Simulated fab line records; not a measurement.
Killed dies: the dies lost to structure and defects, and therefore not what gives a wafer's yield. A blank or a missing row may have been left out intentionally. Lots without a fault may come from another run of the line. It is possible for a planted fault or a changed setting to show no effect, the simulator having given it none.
Which tool is to blame? -- flow nandHarc -- 22 lots, 66 wafers sampled, at 3 steps of a route of 1159

== WHAT EACH GAUGE READ, for each wafer ==
NHARC_A_CHANNEL_HOLE_D1_OVL_MEAS_11. Usual: overlayXNm -0.2 nm, standard deviation 0.78; overlayYNm -0.1 nm, standard deviation 0.64.
lot,measured,on,overlayXNm (nm),overlayYNm (nm),flag
L074,day 8 02:59,overlay-02,-0.3 -0.4 -0.5,-0.5 0.0 0.3,
L075,day 8 15:46,overlay-01,0.1 -0.1 -0.5,-0.5 0.1 0.2,
L077,day 8 20:29,overlay-01,0.1 -0.2 0.1,-0.7 -0.9 -0.4,
L078,day 9 04:23,overlay-02,0.6 0.4 -0.1,0.2 -0.1 -0.2,
L079,day 9 13:44,overlay-01,-0.1 -0.6 -0.6,0.0 -0.4 0.4,
L080,day 9 20:49,overlay-01,0.3 0.3 0.5,-1.3 -1.4 -1.0,
L081,day 9 20:39,overlay-01,1.1 0.4 0.9,0.3 0.3 0.0,
L082,day 10 13:03,overlay-01,-0.1 0.0 0.0,1.5 1.1 1.0,
L084,day 10 14:50,overlay-02,0.2 0.1 -0.1,-0.6 -0.6 -0.5,
L083,day 10 15:01,overlay-02,0.3 0.3 0.5,-0.5 -0.7 -0.7,
L085,day 10 23:51,overlay-01,1.1 1.1 1.1,0.2 -0.2 -0.1,
L086,day 11 15:21,overlay-02,-1.3 -1.0 -1.4,0.3 -0.3 -0.4,
L087,day 11 14:34,overlay-02,0.4 0.3 -0.1,-0.4 -0.1 -0.3,
L088,day 11 21:55,overlay-01,-0.9 -0.9 -1.0,-0.1 -0.4 0.3,
L089,day 11 21:19,overlay-01,-1.3 -0.9 -1.3,0.1 -0.1 -0.3,
L091,day 12 06:26,overlay-01,-1.3 -0.5 -0.7,-0.5 0.3 0.0,
L092,day 12 06:55,overlay-02,-1.7 -1.4 -1.5,0.4 0.5 -0.1,
L094,day 13 09:23,overlay-02,1.3 0.8 1.3,-0.4 0.4 0.0,
L093,day 13 09:04,overlay-01,-1.1 -1.1 -0.6,-0.3 -0.4 -0.5,
L096,day 13 16:19,overlay-02,-0.7 -0.9 -0.6,-0.8 -0.9 -0.7,
L095,day 13 15:55,overlay-02,-0.5 -0.4 -0.4,-0.2 0.1 0.0,
L097,day 14 11:18,overlay-01,-0.1 -0.2 -0.1,1.1 1.0 1.3,

== WHAT TOOL EACH LOT RAN ON (gives the tool, then ch and the chambers of the sampled wafers, and finally the start) ==
lot,NHARC_P_BONDPAD_ACTIVATE_29,NHARC_A_ZERO_WELL_ETCH_19
L074,"rieDiel-10 ch 0,1, day 6 12:21","rieDiel-01 ch 1,2, day 6 13:50"
L075,"rieDiel-10 ch 0,2, day 6 17:04","rieDiel-12 ch 0,3, day 6 18:25"
L077,"rieDiel-10 ch 0,1,3, day 7 05:08","rieDiel-02 ch 0,1, day 7 06:37"
L078,"rieDiel-10 ch 1,2,3, day 7 09:24","rieDiel-12 ch 0,1,3, day 7 10:54"
L079,"rieDiel-10 ch 0,1,3, day 7 22:43","rieDiel-01 ch 0,2, day 8 00:13"
L080,"rieDiel-10 ch 2,3, day 8 02:53","rieDiel-12 ch 2,3, day 8 04:22"
L081,"rieDiel-10 ch 1,3, day 8 03:29","rieDiel-01 ch 2,3, day 8 04:59"
L082,"rieDiel-13 ch 0,1,2, day 8 16:35","rieDiel-02 ch 1,2,3, day 8 18:04"
L084,"rieDiel-04 ch 0,3, day 8 21:31","rieDiel-12 ch 0,1,2, day 8 23:02"
L083,"rieDiel-13 ch 1,2,3, day 9 00:00","rieDiel-02 ch 0,2,3, day 9 01:22"
L085,"rieDiel-10 ch 0,1,2, day 9 02:38","rieDiel-12 ch 1,2, day 9 04:10"
L086,"rieDiel-10 ch 0,1,2, day 9 18:41","rieDiel-02 ch 0,1,3, day 9 20:11"
L087,"rieDiel-10 ch 0,2,3, day 9 19:28","rieDiel-02 ch 0,2,3, day 9 20:57"
L088,"rieDiel-10 ch 1,2, day 10 06:46","rieDiel-12 ch 0,2,3, day 10 08:16"
L089,"rieDiel-10 ch 1,2,3, day 10 07:21","rieDiel-01 ch 0,2, day 10 08:52"
L091,"rieDiel-10 ch 1,2, day 10 17:22","rieDiel-01 ch 0,2,3, day 10 18:53"
L092,"rieDiel-04 ch 1,2,3, day 10 18:10","rieDiel-01 ch 1,2,3, day 10 19:37"
L094,"rieDiel-10 ch 0,3, day 11 16:07","rieDiel-01 ch 1,2,3, day 11 17:37"
L093,"rieDiel-10 ch 0,2,3, day 11 17:11","rieDiel-01 ch 0,1,2, day 11 18:32"
L096,"rieDiel-13 ch 0,1,2, day 11 19:51","rieDiel-12 ch 1,2, day 11 21:22"
L095,"rieDiel-10 ch 1,2,3, day 11 20:09","rieDiel-02 ch 0,1,3, day 11 21:39"
L097,"rieDiel-10 ch 0,3, day 12 09:22","rieDiel-02 ch 1,3, day 12 10:52"
- NHARC_P_BONDPAD_ACTIVATE_29: chemistry N2, time 60 s.
- NHARC_A_ZERO_WELL_ETCH_19: etches the open film in N2/H2, target depth 80 nm, overetch 24 nm, time 87.88 s.

== AS READ BY THE TOOLS THEMSELVES (means over the sampled wafers that have a number; for cases with no such wafer, the mark the record gives instead) ==
NHARC_P_BONDPAD_ACTIVATE_29. Usual: drypumpMotorCurrentA 5.5 A, standard deviation 0.38; oesProductAu 1.001 a.u., standard deviation 0.012; rfVppV 64.0 V, standard deviation 0.89; showerheadPlenumPTorr 1.75 Torr, standard deviation 0.059.
lot,tool,drypumpMotorCurrentA (A),oesProductAu (a.u.),rfVppV (V),showerheadPlenumPTorr (Torr),flag
L074,rieDiel-10,5.6,1.005,63.7,1.74,
L075,rieDiel-10,5.2,1.002,64.0,1.71,
L077,rieDiel-10,5.6,1.008,63.7,1.75,
L078,rieDiel-10,5.4,1.002,64.1,1.77,
L079,rieDiel-10,5.6,1.009,64.5,1.75,
L080,rieDiel-10,5.3,0.995,63.3,1.78,
L081,rieDiel-10,5.5,0.994,64.1,1.79,
L082,rieDiel-13,5.6,0.997,63.9,1.79,
L084,rieDiel-04,6.3,1.009,64.6,1.76,
L083,rieDiel-13,5.7,0.996,64.8,1.75,
L085,rieDiel-10,5.4,1.004,63.5,1.72,
L086,rieDiel-10,5.4,1.003,63.3,1.72,
L087,rieDiel-10,5.4,1.011,63.0,1.73,
L088,rieDiel-10,5.4,0.991,64.9,1.76,
L089,rieDiel-10,5.3,0.994,63.3,1.77,
L091,rieDiel-10,5.2,1.009,62.3,1.75,
L092,rieDiel-04,5.3,1.013,63.1,1.74,
L094,rieDiel-10,5.6,1.003,63.9,1.70,
L093,rieDiel-10,5.4,1.003,63.5,1.73,
L096,rieDiel-13,5.6,1.001,63.8,1.78,
L095,rieDiel-10,5.4,0.987,64.0,1.77,
L097,rieDiel-10,5.6,1.008,63.5,1.70,

NHARC_A_ZERO_WELL_ETCH_19. Usual: drypumpMotorCurrentA 5.8 A, standard deviation 0.33; oesProductAu 0.995 a.u., standard deviation 0.015; rfVppV 431.2 V, standard deviation 2.4; showerheadPlenumPTorr 2.07 Torr, standard deviation 0.083; throttleValvePct 14.171 %, standard deviation 0.0079.
lot,tool,drypumpMotorCurrentA (A),oesProductAu (a.u.),rfVppV (V),showerheadPlenumPTorr (Torr),throttleValvePct (%),flag
L074,rieDiel-01,5.8,0.976,433.1,2.14,14.171,
L075,rieDiel-12,5.4,0.993,427.7,1.95,14.167,
L077,rieDiel-02,6.1,1.008,432.0,2.10,14.179,
L078,rieDiel-12,5.6,0.994,428.7,2.00,14.174,
L079,rieDiel-01,6.1,0.987,432.7,2.15,14.170,
L080,rieDiel-12,5.2,0.977,426.9,1.93,14.165,
L081,rieDiel-01,5.9,0.988,431.7,2.08,14.164,
L082,rieDiel-02,6.1,0.994,431.7,2.07,14.173,
L084,rieDiel-12,5.7,0.999,430.6,2.03,14.169,
L083,rieDiel-02,5.9,1.012,433.3,2.13,14.170,
L085,rieDiel-12,5.6,0.991,429.9,2.00,14.168,
L086,rieDiel-02,6.1,1.003,431.1,2.07,14.177,
L087,rieDiel-02,5.9,1.001,433.7,2.13,14.179,
L088,rieDiel-12,5.5,0.994,429.8,1.98,14.161,
L089,rieDiel-01,6.1,0.994,432.8,2.15,14.167,
L091,rieDiel-01,6.0,0.997,432.2,2.11,14.169,
L092,rieDiel-01,5.8,0.981,432.4,2.10,14.176,
L094,rieDiel-01,5.8,0.980,432.2,2.10,14.176,
L093,rieDiel-01,5.8,0.988,432.4,2.13,14.171,
L096,rieDiel-12,5.6,1.008,429.9,2.03,14.179,
L095,rieDiel-02,6.1,0.998,430.6,2.07,14.175,
L097,rieDiel-02,6.0,1.002,430.3,2.03,14.173,

== THE ANSWER, worked out from the rows above alone ==
Rule: a lot counts as off when the mean over its wafers that have a number is more than 3 standard deviations away from the usual mean. A lot without any number at a reading at which 4 lots or more have one is off too. The other lots that the step has rows for count as sound. First the gauges in route order, then the tools' own readings, where a lot's mean is used as printed above. At the first step where some lot is off, the reading lying furthest off is the one used; lots without a number count as furthest.
No lot is off on any of the readings shown, so nothing can be concluded from this.

== WHAT THE SIMULATOR HAD INSERTED ==
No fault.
